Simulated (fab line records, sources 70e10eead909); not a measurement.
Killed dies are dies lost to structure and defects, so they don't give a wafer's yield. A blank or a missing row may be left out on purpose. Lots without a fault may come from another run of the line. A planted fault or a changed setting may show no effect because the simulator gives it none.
fab line records | flow nand_harc
record lots=11 wafers=33 last_day=33
route steps=1302 shown A_BONDPAD@1228 THIN_TSV@1279 END@1302
lots that met no fault: from a run of the same line without faults
start_h: hours from the record's first day to the start of the lot's first wafer shown | wait_h: hours since the lot's step before | " the same as in the row above | L1.1+2: a row that stands for several wafers | - no value, or no start given | * or withheld: withheld | < > ~ a bound
route shown NAME@n: a module of which the file shows steps, and the number in the route of the first | usual: mean/standard deviation of fault-free wafers | same: alike in all rows | chamber/n: place in a boat | sites: the reading at each site | _std_site: their standard deviation | _edge_site: outer sites' mean less inner sites' | radius_mm: how far each site lies from the wafer's centre | mask NAME#n: copy n | behind: the tool/chamber that last shaped the wafer | hold: why the lot was held/for how many hours/how that ended | device: the transistor (n, p or np) that didn't switch | end of line: the same wafers' tests at the end of the route | a step without rows: its recipe alone | killed: dies lost to structure and defects at the first sort, not the wafer's yield | map: a wafer's dies, x killed, . not, _ none there
set.NAME: the setting as run; set.NAME@STEP: as run at that earlier step | model.NAME: the simulator's own value behind a step, which no gauge read
steps of the route over a sample of lots; a table a step, a row a wafer
services: from which hour (start_h, from the record's first day; less than 0 if before it) a tool's chamber was out of use, for how many hours, and why
## steps
# step NHARC_A_BONDPAD_PVD_27
# recipe target_thk_a=300 chamber_pressure_pa=5 power_w=5000 substrate_temp_c=30 time_s=20.49 material=Cu
# usual substrate_temp_c=29.99/0.11 throttle_valve_pct=30.2/1.2
# columns lot.wafer tool chamber start_h wait_h substrate_temp_c throttle_valve_pct
L282.1 pvd_sputter-01 - 539.30 - 30.11 31.8
L282.5 " - " " 29.94 31.5
L282.6 " - " " 29.93 28.8
L285.1 pvd_sputter-01 - 558.54 - 29.91 30.8
L285.4 " - " " 30.19 28.9
L285.6 " - " " 29.97 28.9
L286.4 pvd_sputter-03 - 571.91 - 30.07 28.4
L286.1 " - " " 30.05 30.5
L286.5 " - " " 29.83 31.5
L288.4 pvd_sputter-03 - 586.32 - 29.94 31.4
L288.2 " - " " 29.87 30.4
L288.3 " - " " 30.11 31.3
L291.1 pvd_sputter-01 - 621.97 - 29.96 31.6
L291.2 " - " " 29.83 28.5
L291.5 " - " " 30.00 31.5
L294.3 pvd_sputter-01 - 642.21 - 30.01 31.3
L294.6 " - " " 30.01 28.6
L294.5 " - " " 29.82 31.1
L301.2 pvd_sputter-03 - 714.62 - 30.00 31.6
L301.3 " - " " 30.06 30.9
L301.1 " - " " 29.95 28.2
L300.4 pvd_sputter-03 - 716.57 - 29.92 28.3
L300.3 " - " " 29.84 29.4
L300.6 " - " " 29.90 29.3
L303.4 pvd_sputter-02 - 731.03 - 29.98 29.7
L303.2 " - " " 30.00 28.6
L303.1 " - " " 29.87 30.5
L302.4 pvd_sputter-03 - 734.35 - 29.99 32.3
L302.6 " - " " 30.14 31.1
L302.5 " - " " 30.16 28.2
L304.3 pvd_sputter-01 - 751.93 - 30.21 29.6
L304.4 " - " " 30.14 31.4
L304.5 " - " " 30.12 29.4
# step NHARC_THIN_TSV_DEGAS_53
# recipe temp_c=300 time_s=60
# usual heater_power_w=456/49
# columns lot.wafer tool chamber start_h wait_h heater_power_w
L282.1 pvd_sputter-02 - 561.19 0.1 460
L282.6 " - " " 462
L282.5 " - " " 423
L285.4 pvd_sputter-03 - 577.45 0.1 532
L285.1 " - " " 489
L285.6 " - " " 445
L286.4 pvd_sputter-02 - 589.03 0.1 432
L286.1 " - " " 450
L286.5 " - " " 347
L288.2 pvd_sputter-01 - 609.04 0.1 477
L288.3 " - " " 434
L288.4 " - " " 452
L291.2 pvd_sputter-01 - 640.25 0.1 426
L291.1 " - " " 457
L291.5 " - " " 451
L294.3 pvd_sputter-02 - 661.34 0.1 440
L294.5 " - " " 452
L294.6 " - " " 450
L301.2 pvd_sputter-01 - 734.70 0.1 447
L301.1 " - " " 435
L301.3 " - " " 454
L300.4 pvd_sputter-03 - 735.94 0.1 510
L300.3 " - " " 436
L300.6 " - " " 519
L303.4 pvd_sputter-03 - 751.46 0.1 495
L303.2 " - " " 436
L303.1 " - " " 459
L302.4 pvd_sputter-02 - 762.22 0.1 455
L302.5 " - " " 442
L302.6 " - " " 351
L304.3 pvd_sputter-01 - 770.60 0.1 451
L304.4 " - " " 435
L304.5 " - " " 446
# step NHARC_THIN_TSV_DESCUM_35
# recipe time_s=3 o2_flow_sccm=200 ar_flow_sccm=0 bias_power_w=0 chemistry=O2
# usual chamber_pressure_mTorr=60.00/0.047 drypump_motor_current_A=5.9/0.48 oes_product_au=0.998/0.01 rf_vpp_V=57.6/0.88 showerhead_plenum_p_Torr=1.88/0.088 throttle_valve_pct=11.311/0.0084
# columns lot.wafer tool chamber start_h wait_h chamber_pressure_mTorr drypump_motor_current_A oes_product_au rf_hours_counter_h rf_vpp_V showerhead_plenum_p_Torr throttle_valve_pct
L282.1 rie_diel-07 0 562.37 - 59.98 5.8 1.003 4 57.9 1.87 11.306
L282.6 " 0 " " 59.98 5.8 0.998 - 58.0 1.87 11.294
L282.5 " 1 " " 60.09 6.5 0.991 - 56.7 1.83 11.314
L285.1 rie_diel-07 2 578.65 - 59.93 5.6 0.983 5 57.3 1.82 11.301
L285.4 " 0 " " 60.00 5.9 1.016 5 58.0 1.87 11.293
L285.6 " 2 " " 60.05 5.6 0.988 - 57.8 1.82 11.300
L286.1 rie_diel-01 2 590.33 - 59.99 4.9 1.000 2 57.2 1.85 11.318
L286.4 " 0 " " 59.93 5.8 0.986 2 58.6 1.84 11.314
L286.5 " 2 " " 59.98 4.9 0.988 - 57.5 1.85 11.318
L288.2 rie_diel-07 2 610.21 - 60.11 5.6 0.999 6 57.1 1.82 11.297
L288.3 " 0 " " 60.03 5.9 1.013 7 57.1 1.87 11.310
L288.4 " 1 " " 60.07 6.5 0.990 5 56.5 1.83 11.311
L291.1 rie_diel-07 3 641.53 - 60.04 5.3 1.012 9 58.3 2.05 11.306
L291.2 " 1 " " 59.98 6.5 0.978 6 58.0 1.83 11.317
L291.5 " 0 " " 59.94 5.8 1.016 - 58.7 1.87 11.326
L294.3 rie_diel-07 2 662.63 - 59.93 5.6 0.996 1 58.0 1.82 11.315
L294.6 " 2 " " 59.97 5.6 1.003 - 57.2 1.82 11.299
L294.5 " 3 " " 59.97 5.3 1.004 - 58.4 2.05 11.311
L301.3 rie_diel-07 3 736.01 - 60.00 5.3 1.000 4 58.2 2.04 11.322
L301.2 " 0 " " 60.07 5.8 0.998 4 58.3 1.87 11.316
L301.1 " 1 " " 60.07 6.5 0.973 4 57.1 1.83 11.320
L300.4 rie_diel-07 2 737.13 - 60.00 5.6 0.987 4 56.8 1.82 11.302
L300.3 " 3 " " 60.02 5.3 0.992 4 59.5 2.04 11.310
L300.6 " 0 " " 59.92 5.8 0.994 - 58.0 1.87 11.316
L303.1 rie_diel-01 1 752.76 - 60.00 6.5 1.005 0 57.2 1.85 11.310
L303.2 " 0 " " 59.97 5.8 0.986 0 57.9 1.84 11.327
L303.4 " 0 " " 60.02 5.8 0.991 - 58.2 1.84 11.319
L302.5 rie_diel-01 1 763.53 - 59.97 6.5 1.008 - 57.1 1.85 11.307
L302.4 " 3 " " 60.04 6.2 0.994 - 58.8 2.01 11.308
L302.6 " 0 " " 60.01 5.8 0.989 - 57.4 1.84 11.309
L304.4 rie_diel-08 2 771.92 - 60.04 5.9 1.009 1 56.7 1.78 11.311
L304.3 " 0 " " 59.97 6.0 1.002 1 56.5 1.77 11.307
L304.5 " 2 " " 60.05 5.9 1.007 - 57.8 1.78 11.308
# step NHARC_THIN_TSV_ETCH_36
# recipe target_depth_a=650 over_etch_frac=0.3 time_s=18.571 ion_energy_ev=150 chemistry=Cl2/BCl3
# usual chamber_pressure_mTorr=10.000/0.0092 drypump_motor_current_A=5.85/0.24 he_backside_leak_sccm=3.33/0.27 oes_product_au=1.006/0.0096
# columns lot.wafer tool chamber start_h wait_h chamber_pressure_mTorr drypump_motor_current_A he_backside_leak_sccm oes_product_au rf_hours_counter_h
L282.1 rie_metal-03 1 562.78 0.2 9.987 5.93 3.09 1.004 0.5
L282.5 " 1 " " 10.010 5.91 3.10 0.998 -
L282.6 " 0 " " 9.992 5.83 3.92 1.009 -
L285.1 rie_metal-02 1 579.03 0.2 10.010 5.44 3.02 0.998 2.2
L285.4 " 0 " " 10.007 6.11 3.43 0.983 -
L285.6 " 0 " " 9.995 6.06 3.46 0.984 -
L286.1 rie_metal-01 0 590.72 0.2 10.001 6.14 3.18 1.015 0.2
L286.4 " 1 " " 9.999 5.61 3.13 1.019 -
L286.5 " 0 " " 9.982 6.14 3.23 1.024 -
L288.2 rie_metal-01 0 610.59 0.2 10.006 6.11 3.28 1.015 0.4
L288.4 " 0 " " 9.985 6.13 3.20 1.019 -
L288.3 " 1 " " 10.002 5.62 3.27 1.011 -
L291.1 rie_metal-02 1 641.91 0.2 10.001 5.46 3.29 1.006 0.2
L291.2 " 0 " " 9.981 6.06 3.74 0.995 0.2
L291.5 " 0 " " 10.005 6.06 3.77 0.980 -
L294.3 rie_metal-01 1 663.03 0.1 9.994 5.63 3.23 1.007 -
L294.5 " 0 " " 10.003 6.15 3.14 1.001 -
L294.6 " 1 " " 10.006 5.62 3.22 1.015 -
L301.1 rie_metal-03 0 736.39 0.2 9.995 5.83 3.76 1.004 0.6
L301.2 " 1 " " 9.995 5.94 3.23 0.998 0.6
L301.3 " 1 " " 9.997 5.97 2.94 1.000 -
L300.3 rie_metal-03 0 737.50 0.2 10.001 5.80 3.58 1.008 -
L300.4 " 1 " " 9.993 5.95 2.80 0.992 -
L300.6 " 1 " " 10.000 5.95 3.05 0.997 -
L303.1 rie_metal-02 1 753.17 0.2 10.001 5.47 3.22 1.019 2.0
L303.2 " 0 " " 9.990 6.10 3.52 0.995 2.0
L303.4 " 1 " " 9.990 5.48 3.21 1.010 -
L302.4 rie_metal-01 1 763.91 0.1 10.006 5.62 3.25 1.016 -
L302.5 " 0 " " 10.013 6.11 3.10 1.018 -
L302.6 " 1 " " 10.000 5.61 3.17 1.015 -
L304.4 rie_metal-03 0 772.30 0.1 9.995 5.82 3.81 1.010 -
L304.3 " 1 " " 10.006 5.93 3.25 1.007 -
L304.5 " 0 " " 10.003 5.80 3.92 0.998 -
# step NHARC_END_SORT_01
# recipe temp_c=25
# usual defect_limited_yield=91.9/2.9 killed_at_array=50/20 killed_at_other=1.2/1.5 killed_at_periphery=3.6/2.6 killed_dies=55/20 killed_open=3.4/2 killed_short=2.7/1.6 sort_bin_2_pct=2.9/1.3 sort_bin_3_pct=0.6/0.38 sort_bin_4_pct=4.6/1.6 sort_n_pass=622/20 sort_rim_yield_pct=93/3.8 sort_yield_pct=91.9/2.9
# same gross_dies=677 sort_bin_5_pct[%]=0 sort_bin_6_pct[%]=0 sort_bin_7_pct[%]=0 sort_bin_8_pct[%]=0 sort_rim_n_gross=106.00
# columns lot.wafer tool chamber start_h wait_h defect_limited_yield[%] killed_at_array killed_at_other killed_at_periphery killed_dies killed_open killed_short sort_bin_2_pct[%] sort_bin_3_pct[%] sort_bin_4_pct[%] sort_n_pass sort_rim_yield_pct[%] sort_yield_pct[%]
L282.1 prober-02 0 574.21 2.5 97.8 8 2 5 15 5 2 0.6 0.1 1.5 662 98 97.8
L282.5 prober-02 0 577.39 3.7 97.5 15 2 0 17 3 3 0.4 0.3 1.8 660 98 97.5
L282.6 prober-02 0 578.19 4.0 97.5 10 3 4 17 4 2 0.9 0 1.6 660 96 97.5
L285.1 prober-01 0 587.64 2.5 91.3 57 0 2 59 3 4 3.4 0.1 5.2 618 99 91.3
L285.4 prober-01 0 590.03 3.4 91.6 53 0 4 57 7 3 3.1 1.2 4.1 620 92 91.6
L285.6 prober-01 0 591.62 4.0 90.7 60 1 2 63 7 4 3.4 1.0 4.9 614 92 90.7
L286.1 prober-01 0 603.29 2.5 91.1 55 4 1 60 1 1 3.4 0.3 5.2 617 92 91.1
L286.4 prober-01 0 605.69 3.4 92.2 49 4 0 53 2 1 2.1 0.9 4.9 624 91 92.2
L286.5 prober-01 0 606.49 3.7 90.3 57 5 4 66 4 5 4.1 0.3 5.3 611 88 90.3
L288.2 prober-02 0 620.55 2.8 91.7 51 0 5 56 1 3 2.4 0.9 5.0 621 90 91.7
L288.3 prober-02 0 621.34 3.1 90.7 59 0 4 63 3 6 3.2 0.9 5.2 614 96 90.7
L288.4 prober-02 0 622.12 3.4 91.1 57 0 3 60 2 2 3.7 0.3 4.9 617 89 91.1
L291.1 prober-01 0 652.97 2.5 79.5 134 1 4 139 3 0 7.4 4.3 8.9 538 97 79.5
L291.2 prober-01 0 653.77 2.8 83.8 102 3 5 110 0 2 7.1 3.7 5.5 567 86 83.8
L291.5 prober-01 0 656.17 3.7 80.6 122 7 2 131 2 2 8.7 3.1 7.5 546 92 80.6
L294.3 prober-01 0 673.86 3.1 82.0 118 0 4 122 3 7 8.6 4.1 5.3 555 91 82.0
L294.5 prober-01 0 675.45 3.7 82.9 112 1 3 116 4 1 7.4 3.4 6.4 561 92 82.9
L294.6 prober-01 0 676.24 4.0 83.5 108 0 4 112 2 5 8.7 2.8 5.0 565 78 83.5
L301.1 prober-01 0 745.03 2.5 92.2 52 1 0 53 2 3 2.4 1.2 4.3 624 87 92.2
L301.2 prober-01 0 745.83 2.8 88.8 68 2 6 76 6 4 3.2 1.3 6.6 601 85 88.8
L301.3 prober-01 0 746.63 3.1 91.6 57 0 0 57 2 2 3.2 0.9 4.3 620 96 91.6
L300.3 prober-02 0 746.63 3.1 90.5 64 0 0 64 5 3 2.1 0.9 6.5 613 96 90.5
L300.4 prober-02 0 747.43 3.4 92.2 51 0 2 53 5 3 3.1 0.1 4.6 624 95 92.2
L300.6 prober-02 0 749.03 4.0 92.2 52 0 1 53 2 3 2.4 0.7 4.7 624 98 92.2
L303.1 prober-01 0 761.73 2.5 95.6 24 3 3 30 4 3 0.7 0.3 3.4 647 98 95.6
L303.2 prober-01 0 762.53 2.8 96.6 19 2 2 23 5 0 1.5 0.3 1.6 654 99 96.6
L303.4 prober-01 0 764.13 3.4 96.0 23 1 3 27 4 1 1.6 0.1 2.2 650 95 96.0
L302.4 prober-02 0 774.88 3.4 88.6 69 4 4 77 1 3 3.8 1.3 6.2 600 88 88.6
L302.5 prober-02 0 775.68 3.7 94.4 31 3 4 38 4 3 2.1 0.4 3.1 639 89 94.4
L302.6 prober-02 0 776.48 4.0 89.1 66 1 7 74 2 3 4.6 0.7 5.6 603 92 89.1
L304.3 prober-01 0 782.35 3.1 91.4 52 0 6 58 3 4 2.5 1.2 4.9 619 95 91.4
L304.4 prober-01 0 783.15 3.4 93.2 37 1 8 46 6 0 2.4 0.3 4.1 631 88 93.2
L304.5 prober-01 0 783.95 3.7 91.6 55 0 2 57 2 1 2.8 0.4 5.2 620 92 91.6
# killed by level:class
L282.1 P_CONTACT:geometric_particle:open=3 A_CONTACT:chamber_film_flake=2 THIN_TSV:chamber_film_flake=2 P_M2:geometric_particle:short=1 A_ONON_D2:geometric_particle:short=1 A_CONTACT:geometric_particle:open=1 A_M0:geometric_particle:open=1 P_CONTACT:chamber_film_flake=1
L282.5 A_CHANNEL_HOLE_D2:chamber_film_flake=4 A_ONON_D1:geometric_particle:short=2 A_CHANNEL_HOLE_D1:chamber_film_flake=2 THIN_TSV:chamber_film_flake=2 A_DECK1_JOINT:geometric_particle:open=1 A_ONON_D2:geometric_particle:open=1 A_ONON_D2:geometric_particle:short=1 A_WL_FILL:geometric_particle:open=1
L282.6 A_CHANNEL_HOLE_D2:chamber_film_flake=2 A_CONTACT:chamber_film_flake=2 THIN_TSV:chamber_film_flake=2 P_M1:geometric_particle:open=1 A_ONON_D1:geometric_particle:open=1 A_CHANNEL_FILL_D1:geometric_particle:open=1 A_SGD_CUT:geometric_particle:short=1 A_BLC:geometric_particle:open=1
L285.1 A_CHANNEL_HOLE_D1:chamber_film_flake=37 A_CHANNEL_HOLE_D2:chamber_film_flake=8 A_CHANNEL_FILL_D2:chamber_film_flake=3 A_CONTACT:chamber_film_flake=2 P_M2:geometric_particle:short=1 P_M2:geometric_particle:open=1 A_ONON_D1:geometric_particle:short=1 A_CHANNEL_HOLE_D2:geometric_particle:short=1
L285.4 A_CHANNEL_HOLE_D1:chamber_film_flake=32 A_CHANNEL_HOLE_D2:chamber_film_flake=4 A_STAIRCASE:chamber_film_flake=3 A_CONTACT:chamber_film_flake=3 A_DECK1_JOINT:geometric_particle:short=2 A_M1:geometric_particle:open=2 A_DECK1_JOINT:chamber_film_flake=2 P_M0:geometric_particle:open=1
L285.6 A_CHANNEL_HOLE_D1:chamber_film_flake=33 A_CHANNEL_HOLE_D2:chamber_film_flake=8 A_CONTACT:chamber_film_flake=5 A_STAIRCASE:chamber_film_flake=3 A_M0:geometric_particle:open=2 A_DECK1_JOINT:geometric_particle:open=2 P_CONTACT:geometric_particle:open=1 A_SOURCE_PLATE:geometric_particle:open=1
L286.1 A_CHANNEL_HOLE_D1:chamber_film_flake=31 A_CHANNEL_HOLE_D2:chamber_film_flake=13 THIN_TSV:chamber_film_flake=4 A_STAIRCASE:chamber_film_flake=3 A_CONTACT:chamber_film_flake=3 A_CHANNEL_FILL_D1:chamber_film_flake=2 P_STI:geometric_particle:open=1 A_CHANNEL_FILL_D1:geometric_particle:short=1
L286.4 A_CHANNEL_HOLE_D1:chamber_film_flake=33 A_CHANNEL_HOLE_D2:chamber_film_flake=5 A_STAIRCASE:chamber_film_flake=4 THIN_TSV:chamber_film_flake=2 A_ONON_D2:geometric_particle:open=1 A_CONTACT:geometric_particle:short=1 STARTING-WAFER:geometric_particle:open=1 A_ZERO_WELL:chamber_film_flake=1
L286.5 A_CHANNEL_HOLE_D1:chamber_film_flake=34 A_CHANNEL_HOLE_D2:chamber_film_flake=7 THIN_TSV:chamber_film_flake=5 A_STAIRCASE:chamber_film_flake=4 A_CONTACT:chamber_film_flake=3 P_CONTACT:geometric_particle:open=2 A_CHANNEL_FILL_D2:geometric_particle:short=2 P_STI:geometric_particle:open=1
L288.2 A_CHANNEL_HOLE_D1:chamber_film_flake=31 A_CHANNEL_HOLE_D2:chamber_film_flake=4 A_STAIRCASE:chamber_film_flake=4 P_GATE:chamber_film_flake=3 A_CONTACT:chamber_film_flake=3 A_SGD_CUT:chamber_film_flake=2 A_BLC:chamber_film_flake=2 P_M0:geometric_particle:short=1
L288.3 A_CHANNEL_HOLE_D1:chamber_film_flake=23 A_CHANNEL_HOLE_D2:chamber_film_flake=10 A_CONTACT:chamber_film_flake=5 A_BLC:chamber_film_flake=4 A_WL_FILL:chamber_film_flake=3 A_STAIRCASE:chamber_film_flake=3 P_BONDPAD:chamber_film_flake=2 A_SGD_CUT:chamber_film_flake=2
L288.4 A_CHANNEL_HOLE_D1:chamber_film_flake=28 A_CONTACT:chamber_film_flake=8 A_CHANNEL_HOLE_D2:chamber_film_flake=5 A_STAIRCASE:chamber_film_flake=4 P_BONDPAD:chamber_film_flake=3 A_SGD_CUT:chamber_film_flake=3 A_WL_FILL:chamber_film_flake=3 A_SOURCE_PLATE:geometric_particle:short=1
L291.1 A_BONDPAD:unspecified=96 A_CHANNEL_HOLE_D2:chamber_film_flake=13 A_CONTACT:chamber_film_flake=7 A_CHANNEL_FILL_D2:chamber_film_flake=4 A_CHANNEL_HOLE_D1:chamber_film_flake=3 A_CHANNEL_FILL_D1:chamber_film_flake=3 A_STAIRCASE:chamber_film_flake=3 A_BLC:geometric_particle:open=2
L291.2 A_BONDPAD:unspecified=86 A_CHANNEL_HOLE_D2:chamber_film_flake=4 A_CONTACT:chamber_film_flake=4 A_STAIRCASE:chamber_film_flake=3 THIN_TSV:chamber_film_flake=3 P_ZERO_WELL:chamber_film_flake=2 P_M1:chamber_film_flake=2 A_CHANNEL_FILL_D1:chamber_film_flake=2
L291.5 A_BONDPAD:unspecified=90 A_CONTACT:chamber_film_flake=10 A_CHANNEL_HOLE_D1:chamber_film_flake=8 THIN_TSV:chamber_film_flake=7 A_CHANNEL_HOLE_D2:chamber_film_flake=5 A_DECK1_JOINT:geometric_particle:short=1 A_WL_FILL:geometric_particle:short=1 A_M0:geometric_particle:open=1
L294.3 A_BONDPAD:unspecified=80 A_CHANNEL_HOLE_D1:chamber_film_flake=12 A_CONTACT:chamber_film_flake=9 A_SLIT:chamber_film_flake=4 A_CHANNEL_HOLE_D2:chamber_film_flake=4 A_ONON_D1:geometric_particle:short=2 A_DECK1_JOINT:geometric_particle:short=2 P_ZERO_WELL:geometric_particle:short=1
L294.5 A_BONDPAD:unspecified=84 A_CHANNEL_HOLE_D2:chamber_film_flake=15 A_CHANNEL_HOLE_D1:chamber_film_flake=5 A_CONTACT:chamber_film_flake=2 P_CONTACT:geometric_particle:open=1 P_M2:geometric_particle:open=1 A_ONON_D1:geometric_particle:short=1 A_CHANNEL_FILL_D2:geometric_particle:open=1
L294.6 A_BONDPAD:unspecified=89 A_CHANNEL_HOLE_D2:chamber_film_flake=7 A_CONTACT:chamber_film_flake=7 P_M0:geometric_particle:short=2 P_CONTACT:geometric_particle:open=1 A_ONON_D1:geometric_particle:short=1 A_CHANNEL_FILL_D1:geometric_particle:short=1 A_STAIRCASE:geometric_particle:open=1
L301.1 A_CHANNEL_HOLE_D2:chamber_film_flake=29 A_SLIT:chamber_film_flake=11 A_STAIRCASE:chamber_film_flake=3 A_CHANNEL_HOLE_D1:chamber_film_flake=2 A_SOURCE_PLATE:geometric_particle:open=1 A_CHANNEL_FILL_D1:geometric_particle:short=1 A_ONON_D2:geometric_particle:open=1 A_ONON_D2:geometric_particle:short=1
L301.2 A_SLIT:chamber_film_flake=34 A_CHANNEL_HOLE_D1:chamber_film_flake=11 A_CHANNEL_HOLE_D2:chamber_film_flake=9 A_STAIRCASE:chamber_film_flake=4 A_CONTACT:chamber_film_flake=2 THIN_TSV:chamber_film_flake=2 P_GATE:geometric_particle:short=1 P_GATE:geometric_particle:open=1
L300.3 A_CHANNEL_HOLE_D1:chamber_film_flake=36 A_CONTACT:chamber_film_flake=7 A_SLIT:chamber_film_flake=5 A_STAIRCASE:chamber_film_flake=4 A_CHANNEL_FILL_D2:geometric_particle:open=3 A_WL_FILL:chamber_film_flake=3 A_SGD_CUT:geometric_particle:short=2 A_ONON_D2:geometric_particle:short=1
L301.3 A_SLIT:chamber_film_flake=25 A_CHANNEL_HOLE_D2:chamber_film_flake=13 A_CHANNEL_HOLE_D1:chamber_film_flake=9 A_STAIRCASE:chamber_film_flake=3 A_M0:geometric_particle:open=2 A_DECK1_JOINT:geometric_particle:short=1 A_ONON_D2:geometric_particle:short=1 A_CHANNEL_FILL_D2:chamber_film_flake=1
L300.4 A_CHANNEL_HOLE_D1:chamber_film_flake=29 A_CONTACT:chamber_film_flake=7 A_SLIT:chamber_film_flake=5 A_STAIRCASE:chamber_film_flake=2 P_M0:geometric_particle:short=1 A_ONON_D1:geometric_particle:open=1 A_CHANNEL_HOLE_D2:geometric_particle:short=1 A_CHANNEL_FILL_D2:geometric_particle:open=1
L300.6 A_CHANNEL_HOLE_D1:chamber_film_flake=33 A_CONTACT:chamber_film_flake=8 A_ONON_D2:geometric_particle:short=2 A_STAIRCASE:chamber_film_flake=2 A_SLIT:chamber_film_flake=2 A_SOURCE_PLATE:geometric_particle:open=1 A_SGD_CUT:geometric_particle:short=1 A_M0:geometric_particle:open=1
L303.1 A_STAIRCASE:chamber_film_flake=7 A_SLIT:chamber_film_flake=6 THIN_TSV:chamber_film_flake=3 A_CONTACT:chamber_film_flake=2 P_GATE:geometric_particle:open=1 P_M0:geometric_particle:open=1 P_M1:geometric_particle:open=1 A_CHANNEL_FILL_D1:geometric_particle:short=1
L303.2 A_STAIRCASE:chamber_film_flake=7 A_SLIT:chamber_film_flake=5 A_BLC:geometric_particle:open=2 P_GATE:chamber_film_flake=2 A_DECK1_JOINT:chamber_film_flake=2 A_CHANNEL_FILL_D1:geometric_particle:open=1 A_CONTACT:geometric_particle:open=1 STARTING-WAFER:geometric_particle:open=1
L303.4 A_STAIRCASE:chamber_film_flake=7 A_SLIT:chamber_film_flake=4 A_CHANNEL_HOLE_D2:chamber_film_flake=2 A_ONON_D2:geometric_particle:open=1 A_ONON_D2:geometric_particle:short=1 A_CONTACT:geometric_particle:open=1 A_BLC:geometric_particle:open=1 A_M0:geometric_particle:open=1
L302.4 A_SLIT:chamber_film_flake=27 A_CHANNEL_HOLE_D2:chamber_film_flake=20 A_CHANNEL_HOLE_D1:chamber_film_flake=7 A_CONTACT:chamber_film_flake=7 THIN_TSV:chamber_film_flake=4 A_SGD_CUT:geometric_particle:short=2 P_ZERO_WELL:chamber_film_flake=2 A_STAIRCASE:chamber_film_flake=2
L302.5 A_CONTACT:chamber_film_flake=7 A_SLIT:chamber_film_flake=7 A_CHANNEL_HOLE_D2:chamber_film_flake=6 A_STAIRCASE:chamber_film_flake=3 THIN_TSV:chamber_film_flake=3 A_CHANNEL_HOLE_D1:chamber_film_flake=2 P_CONTACT:geometric_particle:open=1 P_CONTACT:geometric_particle:short=1
L302.6 A_SLIT:chamber_film_flake=20 A_CHANNEL_HOLE_D2:chamber_film_flake=19 A_CHANNEL_HOLE_D1:chamber_film_flake=10 A_STAIRCASE:chamber_film_flake=7 A_CONTACT:chamber_film_flake=6 P_ZERO_WELL:chamber_film_flake=4 P_M0:geometric_particle:short=1 P_M2:geometric_particle:open=1
L304.3 A_CHANNEL_HOLE_D1:chamber_film_flake=17 A_SLIT:chamber_film_flake=9 A_STAIRCASE:chamber_film_flake=7 A_CONTACT:chamber_film_flake=7 P_BONDPAD:chamber_film_flake=4 A_SGD_CUT:chamber_film_flake=3 A_CHANNEL_FILL_D1:chamber_film_flake=2 P_CONTACT:geometric_particle:open=1
L304.4 A_SLIT:chamber_film_flake=9 A_STAIRCASE:chamber_film_flake=8 A_CHANNEL_HOLE_D1:chamber_film_flake=6 P_BONDPAD:chamber_film_flake=5 A_CONTACT:chamber_film_flake=4 A_DECK1_JOINT:chamber_film_flake=3 A_M1:geometric_particle:open=2 P_GATE:chamber_film_flake=2
L304.5 A_CHANNEL_HOLE_D1:chamber_film_flake=19 A_SGD_CUT:chamber_film_flake=9 A_SLIT:chamber_film_flake=9 A_CONTACT:chamber_film_flake=7 A_STAIRCASE:chamber_film_flake=6 A_WL_FILL:chamber_film_flake=2 P_CONTACT:geometric_particle:open=1 A_CHANNEL_HOLE_D2:geometric_particle:short=1
## services
# columns tool chamber start_h hours kind
rie_metal-03 - 519.00 9.0 pm
pvd_sputter-03 - 526.09 10.0 pm
rie_metal-02 - 551.22 0.4 repair
rie_diel-01 2 553.03 9.4 repair
rie_diel-07 2 556.51 6.6 repair
rie_diel-01 - 558.12 9.0 pm
rie_diel-07 1 567.65 7.7 repair
rie_metal-01 - 575.00 9.0 pm
pvd_sputter-01 - 582.00 10.0 pm
rie_diel-01 1 601.98 3.9 repair
rie_diel-07 1 611.82 7.1 repair
rie_metal-02 - 631.00 9.0 pm
rie_diel-07 2 632.49 5.3 repair
pvd_sputter-02 - 638.21 10.0 pm
rie_diel-07 1 643.33 1.2 repair
rie_diel-07 - 648.24 9.0 pm
pvd_sputter-03 - 672.96 2.1 repair
pvd_sputter-03 - 678.46 5.5 repair
pvd_sputter-02 - 693.21 11.4 repair
rie_metal-03 - 696.00 9.0 pm
pvd_sputter-03 - 704.09 10.0 pm
pvd_sputter-02 - 716.23 5.9 repair
rie_metal-01 - 752.00 9.0 pm
pvd_sputter-01 - 760.00 10.0 pm
## key
first_sign step=NHARC_END_SORT_01 reading=killed_dies direction=up sigmas=3.4 usual=55 struck=122
effect step=NHARC_END_SORT_01 reading=defect_limited_yield direction=down sigmas=3.4 usual=91.9 struck=82.0
more_kills_born_at NHARC_A_BONDPAD_PVD_27@pvd_sputter-01=525
met_at NHARC_A_BONDPAD_PVD_27
struck_lots L291,L294
not_acting_at NHARC_THIN_TSV_DEGAS_53,NHARC_THIN_TSV_DESCUM_35,NHARC_THIN_TSV_ETCH_36
onset_between 558.54 621.97
fault kind=chamber_particle_source tool=pvd_sputter-01 chamber=- onset_h=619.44 steps=NHARC_A_BONDPAD_PVD_27 rate_per_visit_cm2=1.0341 end_h=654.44
